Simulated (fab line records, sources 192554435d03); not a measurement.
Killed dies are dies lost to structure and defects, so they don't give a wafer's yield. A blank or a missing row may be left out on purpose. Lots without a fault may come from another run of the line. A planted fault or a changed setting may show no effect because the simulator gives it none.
fab line records | flow n5_finfet
record lots=8 wafers=21 last_day=21
route steps=1938 shown HKMG_FIN@439 BEOL_M4@1111 PASSIVATION@1936
lots that met no fault: from a run of the same line without faults
start_h: hours from the record's first day to the start of the lot's first wafer shown | wait_h: hours since the lot's step before | " the same as in the row above | L1.1+2: a row that stands for several wafers | - no value, or no start given | * or withheld: withheld | < > ~ a bound
route shown NAME@n: a module of which the file shows steps, and the number in the route of the first | usual: mean/standard deviation of fault-free wafers | same: alike in all rows | chamber/n: place in a boat | sites: the reading at each site | _std_site: their standard deviation | _edge_site: outer sites' mean less inner sites' | radius_mm: how far each site lies from the wafer's centre | mask NAME#n: copy n | behind: the tool/chamber that last shaped the wafer | hold: why the lot was held/for how many hours/how that ended | device: the transistor (n, p or np) that didn't switch | end of line: the same wafers' tests at the end of the route | a step without rows: its recipe alone | killed: dies lost to structure and defects at the first sort, not the wafer's yield | map: a wafer's dies, x killed, . not, _ none there
set.NAME: the setting as run; set.NAME@STEP: as run at that earlier step | model.NAME: the simulator's own value behind a step, which no gauge read
steps of the route over a sample of lots; a table a step, a row a wafer
services: from which hour (start_h, from the record's first day; less than 0 if before it) a tool's chamber was out of use, for how many hours, and why
## steps
# step N5_HKMG_FIN_STRIP_92
# recipe chemistry=N2/H2 material=SOC time_s=20 power_w=500 temp_c=40 pressure_mtorr=50 rf_frequency_hz=6e+07 bias_power_w=8 h2_frac=0.5 n2_flow_sccm=300 h2_flow_sccm=300
# usual chamber_pressure_mTorr=50.00/0.052 drypump_motor_current_A=5.68/0.2 n2_flow_sccm=300.0/0.84 oes_product_au=0.78/0.081 rf_vpp_V=54.1/0.82 showerhead_plenum_p_Torr=3.36/0.11 throttle_valve_pct=19.1/0.35
# same time_s=20
# columns lot.wafer tool chamber start_h wait_h chamber_pressure_mTorr drypump_motor_current_A n2_flow_sccm oes_product_au rf_hours_counter_h rf_vpp_V showerhead_plenum_p_Torr throttle_valve_pct
L756.1 rie_diel-01 2 73.72 0.1 50.06 5.66 300.8 0.76 126 54.5 3.38 19.6
L756.4 " 3 " " 49.98 5.87 300.4 0.68 214 53.4 3.33 19.2
L756.6 " 0 " " 50.06 5.72 299.6 0.89 - 54.1 3.28 18.9
L759.2 rie_diel-03 1 91.80 0.1 49.99 5.79 300.0 0.84 81 52.8 3.25 18.9
L759.3 " 0 " " 49.89 5.56 300.2 0.75 172 54.4 3.31 18.7
L759.5 " 2 " " 49.97 5.98 300.7 0.76 - 54.4 3.49 18.8
L765.2 rie_diel-01 3 126.82 0.1 50.00 5.89 300.3 0.68 227 53.7 3.32 19.2
L765.6 " 3 " " 49.99 5.93 298.2 0.67 - 54.3 3.32 19.2
L766.1 rie_diel-03 3 137.08 0.1 50.03 5.66 300.6 0.81 110 54.0 3.21 18.5
L766.4 " 0 " " 49.95 5.54 300.7 0.74 185 53.9 3.31 18.7
L766.5 " 0 " " 50.04 5.53 300.5 0.74 - 54.8 3.31 18.7
L768.2 rie_diel-04 3 147.78 0.1 49.97 5.25 300.6 0.73 154 55.2 3.50 19.5
L768.3 " 0 " " 49.93 5.89 301.9 1.00 0 54.0 3.29 18.6
L770.2 rie_diel-01 1 157.55 0.1 50.18 5.56 301.0 0.85 56 55.6 3.54 19.3
L770.6 " 1 " " 50.04 5.59 301.3 0.84 - 55.7 3.54 19.3
L775.2 rie_diel-03 2 188.89 0.1 49.93 5.97 300.6 0.73 172 53.5 3.48 18.8
L775.3 " 3 " " 50.03 5.68 301.0 0.79 130 53.2 3.20 18.5
L775.6 " 0 " " 50.03 5.53 300.9 0.72 - 52.9 3.30 18.7
L776.2 rie_diel-04 1 200.45 0.1 49.93 5.95 299.3 0.96 9 53.8 3.31 19.1
L776.3 " 0 " " 50.01 5.87 299.3 0.92 21 54.5 3.28 18.7
L776.4 " 3 " " 50.05 5.25 299.4 0.72 175 54.6 3.49 19.5
# step N5_HKMG_FIN_ALD_91
# recipe material=TiN target_thk_a=10 temp_c=400 ald_precursor_family=TiCl4 ald_co_reactant=NH3 pulse_time_s=1 purge_time_s=3 co_reactant_purge_time_s=2 co_reactant_pulse_time_s=2 ald_cycles=47 pressure_torr=3
# usual ald_cycles=47/0 chamber_pressure_Torr=3.000/0.0067 heater_power_outer_w=532/75 heater_power_w=871/110 precursor_pulse_height_rel=0.998/0.018 susceptor_temp_C=399.99/0.22
# same pulse_time_s=1
# columns lot.wafer tool chamber start_h wait_h ald_cycles chamber_pressure_Torr heater_power_outer_w heater_power_w precursor_pulse_height_rel susceptor_temp_C
L756.1 ald_metal-02 2 74.25 0.3 47 3.008 502 763 1.009 400.16
L756.4 " 3 " " 47 3.003 485 832 1.011 400.12
L756.6 " 0 " " 47 2.993 683 1026 1.007 399.92
L759.2 ald_metal-02 3 92.33 0.3 47 2.993 469 817 1.009 400.24
L759.3 " 1 " " 47 3.003 640 1069 0.994 399.63
L759.5 " 3 " " 47 3.003 468 798 1.010 399.79
L765.2 ald_metal-02 1 127.35 0.3 36 3.000 648 1097 1.023 -
L765.6 " 2 " " 47 2.991 498 781 1.010 399.85
L766.1 ald_metal-04 3 137.61 0.3 47 3.002 434 760 1.005 400.38
L766.4 " 0 " " 47 2.990 522 873 0.990 399.85
L766.5 " 3 " " 47 3.016 432 777 1.015 400.21
L768.2 ald_metal-02 1 148.35 0.3 36 3.011 657 1107 1.002 -
L768.3 " 0 " " 47 2.999 684 1010 0.990 399.88
L770.2 ald_metal-02 1 158.09 0.3 36 3.010 668 1091 1.022 -
L770.6 " 1 " " 47 3.006 665 1081 1.008 400.10
L775.2 ald_metal-04 1 189.42 0.3 47 3.001 469 768 1.040 399.93
L775.3 " 3 " " 47 2.991 428 791 0.996 400.08
L775.6 " 0 " " 47 2.998 526 885 0.978 399.93
L776.2 ald_metal-01 0 201.44 0.3 47 3.003 443 812 0.975 400.27
L776.3 " 3 " " 47 3.002 547 860 0.994 400.09
L776.4 " 2 " " 47 3.000 533 849 1.014 400.11
# step N5_HKMG_FIN_STRIP_89
# recipe chemistry=N2/H2 material=SOC time_s=20 power_w=500 temp_c=40 pressure_mtorr=50 rf_frequency_hz=6e+07 bias_power_w=8 h2_frac=0.5 n2_flow_sccm=300 h2_flow_sccm=300
# usual chamber_pressure_mTorr=50.00/0.05 drypump_motor_current_A=5.67/0.22 n2_flow_sccm=299.9/0.88 oes_product_au=0.78/0.083 rf_vpp_V=54.2/0.96 showerhead_plenum_p_Torr=3.37/0.11 throttle_valve_pct=19.1/0.34
# same time_s=20
# columns lot.wafer tool chamber start_h wait_h chamber_pressure_mTorr drypump_motor_current_A n2_flow_sccm oes_product_au rf_hours_counter_h rf_vpp_V showerhead_plenum_p_Torr throttle_valve_pct
L756.1 rie_diel-01 0 74.65 0.0 50.01 5.75 300.4 0.89 57 51.9 3.28 18.9
L756.4 " 2 " " 50.03 5.67 300.3 0.76 126 53.8 3.38 19.6
L756.6 " 0 " " 50.04 5.76 299.0 0.89 - 53.9 3.28 18.9
L759.2 rie_diel-03 0 92.73 0.0 49.99 5.53 301.2 0.75 172 54.0 3.31 18.7
L759.3 " 1 " " 49.98 5.80 301.1 0.84 81 53.6 3.25 18.9
L759.5 " 1 " " 49.96 5.79 300.1 0.84 - 55.1 3.25 18.9
L765.2 rie_diel-04 3 127.74 0.0 49.92 5.23 300.4 0.75 145 56.1 3.50 19.5
L765.6 " 2 " " 49.91 5.42 300.5 0.70 - 53.9 3.48 19.5
L766.1 rie_diel-01 1 138.01 0.0 49.98 5.54 302.0 0.86 48 55.7 3.55 19.2
L766.4 " 0 " " 50.03 5.73 299.3 0.87 71 54.8 3.27 18.9
L766.5 " 0 " " 49.99 5.74 299.3 0.88 - 53.8 3.27 18.9
L768.2 rie_diel-01 1 148.75 0.0 49.97 5.58 300.7 0.84 53 56.8 3.54 19.3
L768.3 " 3 " " 50.07 5.90 298.7 0.67 233 54.2 3.32 19.2
L770.2 rie_diel-01 1 158.67 0.0 49.98 5.55 300.3 0.85 57 53.6 3.54 19.3
L770.6 " 1 " " 50.05 5.54 299.8 0.84 - 54.1 3.54 19.3
L775.2 rie_diel-04 0 189.82 0.0 49.98 5.87 301.0 0.92 19 54.7 3.28 18.6
L775.3 " 3 " " 50.00 5.25 301.0 0.72 171 54.8 3.49 19.5
L775.6 " 2 " " 50.06 5.42 300.8 0.67 - 53.1 3.47 19.5
L776.2 rie_diel-04 2 201.95 0.0 50.01 5.44 298.9 0.67 246 53.1 3.47 19.5
L776.3 " 0 " " 49.99 5.85 299.9 0.92 22 54.6 3.28 18.7
L776.4 " 3 " " 50.03 5.25 299.9 0.72 176 55.0 3.49 19.6
# step N5_HKMG_FIN_ALD_71
# recipe material=TiN target_thk_a=10 temp_c=400 ald_precursor_family=TiCl4 ald_co_reactant=NH3 pulse_time_s=1 purge_time_s=3 co_reactant_purge_time_s=2 co_reactant_pulse_time_s=2 ald_cycles=47 pressure_torr=3
# usual ald_cycles=47/0 chamber_pressure_Torr=3.000/0.0068 heater_power_outer_w=525/70 heater_power_w=865/96 precursor_pulse_height_rel=1.003/0.019 susceptor_temp_C=400.00/0.21
# same pulse_time_s=1
# columns lot.wafer tool chamber start_h wait_h ald_cycles chamber_pressure_Torr heater_power_outer_w heater_power_w precursor_pulse_height_rel susceptor_temp_C
L756.1 ald_metal-04 2 75.33 0.0 47 2.996 523 856 0.972 400.20
L756.4 " 0 " " 47 3.004 519 904 0.978 399.76
L756.6 " 0 " " 47 3.007 513 911 1.018 399.77
L759.2 ald_metal-04 0 93.41 0.0 47 2.999 528 874 1.024 399.97
L759.3 " 1 " " 47 2.998 482 764 1.040 399.90
L759.5 " 3 " " 47 2.996 446 767 1.013 400.11
L765.2 ald_metal-01 3 128.42 0.0 47 3.002 549 910 1.028 400.06
L765.6 " 1 " " 47 2.986 565 957 1.064 399.78
L766.1 ald_metal-04 2 138.68 0.0 47 2.997 531 891 0.996 400.17
L766.4 " 3 " " 47 3.012 422 781 0.998 399.76
L766.5 " 2 " " 47 2.997 528 871 1.013 399.51
L768.2 ald_metal-04 0 149.43 0.0 47 2.994 510 884 1.005 400.05
L768.3 " 3 " " 47 3.008 431 757 1.036 399.89
L770.2 ald_metal-01 2 159.34 0.0 47 2.992 543 834 0.975 400.19
L770.6 " 0 " " 47 2.991 465 811 1.007 400.18
L775.2 ald_metal-01 0 190.49 0.0 47 2.991 451 802 0.995 399.63
L775.3 " 1 " " 47 2.996 561 929 0.986 399.73
L775.6 " 1 " " 47 2.994 558 946 1.038 400.35
L776.2 ald_metal-01 3 202.62 0.0 47 3.003 559 874 1.028 399.76
L776.3 " 1 " " 47 3.008 559 954 1.021 399.81
L776.4 " 2 " " 47 3.000 541 850 1.008 399.72
# step N5_BEOL_M4_RC_MEAS_101
# usual DIBL_N=36.1/2.3 DIBL_P=36/3.2 IOFF_N=0.16/0.045 IOFF_N_85C=3.2/0.72 IOFF_N_LIN=0.076/0.016 IOFF_N_LONG=5.56e-05/2.4e-06 IOFF_P=0.21/0.049 ION_N=674/14 ION_P=462/8.4 SS_N=71.6/0.83 SS_P=73.2/0.87 VT_N=249/3.8 VT_N_LONG=274.7/2 VT_N_LVT=98/3.8 VT_P=-250/3.4 VT_P_LONG=-275/3 VT_P_LVT=-99/3
# columns lot.wafer tool chamber start_h wait_h DIBL_N[mV/V] DIBL_P[mV/V] IOFF_N[nA/um] IOFF_N_85C[nA/um] IOFF_N_LIN[nA/um] IOFF_N_LONG[nA/um] IOFF_P[nA/um] ION_N[uA/um] ION_P[uA/um] SS_N[mV/dec] SS_P[mV/dec] VT_N[mV] VT_N_LONG[mV] VT_N_LVT[mV] VT_P[mV] VT_P_LONG[mV] VT_P_LVT[mV]
L756.1 prober-02 0 236.98 0.3 35.1 34 0.13 2.6 0.066 5.46e-05 0.21 659 461 70.7 72.9 250 273.6 102 -249 -272 -98
L756.4 " 0 " " 39.1 39 0.20 3.8 0.090 5.43e-05 0.28 675 466 72.3 73.6 248 277.5 99 -246 -273 -96
L756.6 " 0 " " 37.9 37 0.18 3.4 0.083 5.52e-05 0.25 673 465 71.7 73.7 248 277.3 98 -245 -275 -97
L759.2 prober-01 0 260.07 0.2 39.1 42 0.22 4.1 0.093 5.29e-05 0.29 686 468 72.3 74.4 246 277.2 95 -246 -275 -94
L759.3 " 0 " " 38.2 40 0.20 3.9 0.089 5.41e-05 0.26 679 465 72.0 73.7 248 273.9 95 -246 -276 -95
L759.5 " 0 " " 36.7 39 0.19 3.6 0.086 5.38e-05 0.26 695 481 71.3 73.7 244 275.1 94 -246 -275 -94
L768.2 prober-02 0 297.29 0.2 34.9 35 0.36 6.2 0.175 0.0001207 0.14 745 458 71.0 73.2 224 246.7 71 -259 -285 -107
L768.3 " 0 " " 35.4 33 0.13 2.7 0.063 5.37e-05 0.17 662 458 71.3 72.0 251 277.8 98 -255 -275 -100
L766.1 prober-01 0 303.85 0.0 33.8 34 0.16 3.1 0.078 6.18e-05 0.22 667 462 71.5 73.0 248 269.7 95 -248 -270 -95
L766.4 " 0 " " 34.2 34 0.14 2.8 0.068 6.23e-05 0.21 662 460 71.5 72.4 250 272.9 99 -249 -271 -97
L766.5 " 0 " " 34.2 34 0.15 2.9 0.077 6.27e-05 0.21 684 474 71.1 73.1 248 270.8 97 -249 -271 -97
L765.2 prober-01 0 313.61 0.2 31.5 30 0.26 4.7 0.130 0.000125 0.10 705 432 70.8 72.5 228 247.1 77 -263 -286 -112
L765.6 " 0 " " 30.0 29 0.09 1.9 0.045 5.52e-05 0.13 653 455 69.6 71.3 256 276.6 105 -255 -274 -104
L770.2 prober-02 0 347.82 0.2 36.9 34 0.45 7.7 0.217 0.0001359 0.15 752 455 70.9 72.9 220 246.1 65 -256 -281 -107
L770.6 " 0 " " 39.8 37 0.22 4.2 0.097 5.88e-05 0.24 688 465 71.8 73.6 243 271.9 92 -247 -273 -96
L776.2 prober-02 0 358.83 0.2 37.6 38 0.17 3.3 0.081 5.42e-05 0.20 673 458 71.3 73.8 248 275.1 96 -252 -278 -99
L776.3 " 0 " " 39.2 41 0.21 3.9 0.096 5.4e-05 0.28 674 466 72.2 75.1 249 276.1 95 -249 -279 -96
L776.4 " 0 " " 36.5 37 0.15 2.9 0.070 5.45e-05 0.20 675 462 71.2 73.9 248 276.5 100 -254 -279 -99
L775.2 prober-01 0 388.49 0.2 35.1 37 0.15 2.9 0.072 5.4e-05 0.23 659 460 71.3 73.8 250 276.0 100 -250 -277 -99
L775.3 " 0 " " 36.6 38 0.19 3.5 0.084 5.54e-05 0.23 682 457 72.4 73.2 248 273.7 99 -250 -275 -99
L775.6 " 0 " " 35.3 37 0.15 2.9 0.067 5.49e-05 0.21 665 454 71.9 73.4 252 275.1 103 -250 -273 -101
# step N5_PASSIVATION_PROBE_49
# usual defect_limited_yield=90.9/1.6 killed_at_M0_to_M3=37/11 killed_at_M4_up=15/5.6 killed_at_contacts=13/6.4 killed_at_front_end=39/11 killed_at_other=4/3.1 killed_dies=107/19 killed_on_rim=14/4.3 killed_open=71/14 killed_short=34/7.8 sort_bin_4_leakage=0.01/0.053 sort_bin_5_function=5.3/1 sort_bin_6_memory=3.4/0.72 sort_bin_8_speed=0.0/0.42 sort_n_pass=1072/20 sort_yield_pct=90.9/1.7
# same gross_dies=1180 killed_at_back_side=0
# columns lot.wafer tool chamber start_h wait_h defect_limited_yield[%] killed_at_M0_to_M3 killed_at_M4_up killed_at_contacts killed_at_front_end killed_at_other killed_dies killed_on_rim killed_open killed_short sort_bin_4_leakage[%] sort_bin_5_function[%] sort_bin_6_memory[%] sort_bin_8_speed[%] sort_n_pass sort_yield_pct[%]
L768.2 prober-02 - 429.19 0.1 83.5 15 26 21 128 5 195 53 73 26 3.81 4.6 3.9 0 940 79.7
L768.3 prober-02 - 429.24 0.1 92.5 25 9 10 43 1 88 11 62 23 0 4.6 2.6 0 1092 92.5
L765.2 prober-02 - 434.96 0.1 83.8 34 9 21 125 2 191 47 75 35 0.08 6.4 3.0 8.6 887 75.2
L765.6 prober-02 - 435.16 0.3 93.3 26 16 9 24 4 79 6 41 36 0 3.7 2.5 0 1101 93.3
L770.2 prober-02 - 469.07 0.1 84.7 29 9 5 137 0 180 47 72 18 24.75 4.2 3.1 0 708 60.0
L770.6 prober-02 - 469.27 0.3 91.7 35 14 4 38 7 98 10 65 30 0 4.7 3.2 0 1082 91.7
# killed by level:class
L768.2 HKMG_FIN:area_ald=90 FIN_SAQP:geometric_particle:open=18 MOL_CONTACT_COAG:geometric_particle:open=16 BEOL_M4:geometric_particle:open=16 FIN_SAQP:geometric_particle:short=9 STI_FIN_REVEAL:geometric_particle:open=4 MOL_CONTACT_COAG:geometric_particle:short=3 SD_EPI_N:coat_microbubble_printed=2
L768.3 FIN_SAQP:geometric_particle:open=14 MOL_CONTACT_COAG:geometric_particle:open=10 BEOL_M3:geometric_particle:open=10 STI_FIN_REVEAL:geometric_particle:open=9 GATE_CUT:geometric_particle:short=7 FIN_SAQP:geometric_particle:short=4 BEOL_M4:geometric_particle:open=4 BEOL_M0:geometric_particle:short=3
L765.2 HKMG_FIN:area_ald=80 MOL_CONTACT_COAG:geometric_particle:open=16 DUMMY_GATE:geometric_particle:open=9 BEOL_M0_SAQP:geometric_particle:open=9 FIN_SAQP:geometric_particle:open=8 BEOL_M0_SAQP:geometric_particle:short=8 FIN_SAQP:geometric_particle:short=7 STI_FIN_REVEAL:geometric_particle:open=7
L765.6 MOL_CONTACT_COAG:geometric_particle:open=7 BEOL_M4:geometric_particle:open=7 FIN_SAQP:geometric_particle:short=6 GATE_CUT:geometric_particle:short=6 BEOL_M2:geometric_particle:open=6 BEOL_M3:geometric_particle:open=5 BEOL_M2:geometric_particle:short=4 BEOL_M0_SAQP:geometric_particle:short=4
L770.2 HKMG_FIN:area_ald=88 STI_FIN_REVEAL:geometric_particle:open=15 BEOL_M3:geometric_particle:open=13 DUMMY_GATE:geometric_particle:open=8 FIN_SAQP:geometric_particle:open=6 MOL_CONTACT_COAG:geometric_particle:open=5 BEOL_M1:geometric_particle:open=5 BEOL_M4:geometric_particle:open=5
L770.6 STI_FIN_REVEAL:geometric_particle:open=9 BEOL_M1:geometric_particle:open=9 DUMMY_GATE:geometric_particle:open=8 BEOL_M4:geometric_particle:open=7 FIN_SAQP:geometric_particle:short=6 BEOL_M3:geometric_particle:open=6 BEOL_M0_SAQP:geometric_particle:open=5 BEOL_M2:geometric_particle:open=4
## services
# columns tool chamber start_h hours kind
rie_diel-04 - 50.82 2.8 pm
rie_diel-01 0 54.23 13.5 repair
rie_diel-03 0 56.45 17.9 repair
ald_metal-01 - 59.25 0.4 repair
rie_diel-03 3 73.73 36.7 repair
ald_metal-01 - 81.76 2.8 pm
rie_diel-04 3 94.76 1.6 repair
ald_metal-02 3 96.11 1.5 repair
ald_metal-02 0 111.21 23.8 repair
rie_diel-01 - 114.20 2.8 pm
rie_diel-03 2 115.16 18.1 repair
rie_diel-04 0 128.41 - clean
rie_diel-04 0 128.41 - consumable_replace:focus_ring
rie_diel-04 0 128.41 18.3 scheduled_down
rie_diel-04 0 128.41 18.3 vent_cycle
ald_metal-01 - 129.35 0.9 repair
ald_metal-02 2 130.18 8.3 repair
rie_diel-04 1 146.94 - clean
rie_diel-04 1 146.94 - consumable_replace:focus_ring
rie_diel-04 1 146.94 28.4 scheduled_down
rie_diel-01 3 191.56 - clean
rie_diel-01 3 191.56 - consumable_replace:focus_ring
rie_diel-01 3 191.56 22.6 scheduled_down
rie_diel-01 3 191.56 22.6 vent_cycle
## key
first_sign step=N5_HKMG_FIN_ALD_91 reading=ald_cycles direction=down sigmas=99+ usual=* struck=*
effect step=N5_BEOL_M4_RC_MEAS_101 reading=IOFF_N_LONG direction=up sigmas=29 usual=5.56e-05 struck=0.0001272
effect step=N5_BEOL_M4_RC_MEAS_101 reading=VT_N_LONG direction=down sigmas=14 usual=274.7 struck=246.6
effect step=N5_BEOL_M4_RC_MEAS_101 reading=VT_N_LVT direction=down sigmas=7.1 usual=98 struck=71
effect step=N5_BEOL_M4_RC_MEAS_101 reading=VT_N direction=down sigmas=6.5 usual=249 struck=224
effect step=N5_BEOL_M4_RC_MEAS_101 reading=IOFF_N_LIN direction=up sigmas=6.1 usual=0.076 struck=0.174
effect step=N5_BEOL_M4_RC_MEAS_101 reading=ION_N direction=up sigmas=4.4 usual=674 struck=734
effect step=N5_BEOL_M4_RC_MEAS_101 reading=IOFF_N direction=up sigmas=4.3 usual=0.16 struck=0.36
effect step=N5_BEOL_M4_RC_MEAS_101 reading=IOFF_N_85C direction=up sigmas=4.2 usual=3.2 struck=6.2
effect step=N5_BEOL_M4_RC_MEAS_101 reading=VT_P_LVT direction=down sigmas=3.3 usual=-99 struck=-109
effect step=N5_BEOL_M4_RC_MEAS_101 reading=VT_P_LONG direction=down sigmas=3 usual=-275 struck=-284
effect step=N5_BEOL_M4_RC_MEAS_101 reading=VT_P direction=down sigmas=2.7 usual=-250 struck=-259
effect step=N5_PASSIVATION_PROBE_49 reading=sort_bin_4_leakage direction=up sigmas=99+ usual=0.01 struck=9.55 wafers_moved=2
more_kills_born_at N5_HKMG_FIN_ALD_91@ald_metal-02=258
met_at N5_HKMG_FIN_ALD_91
struck_lots L765,L768,L770
struck_wafers L765.2,L768.2,L770.2
not_acting_at N5_HKMG_FIN_STRIP_92,N5_HKMG_FIN_STRIP_89,N5_HKMG_FIN_ALD_71
onset_between 92.33 127.35
fault kind=process_parameter_drift tool=ald_metal-02 chamber=- onset_h=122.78 steps=N5_HKMG_FIN_ALD_91 channel=ald_cycles offset=* shape=step end_h=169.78 scope=struck_wafers_only acts_in=* stated=*
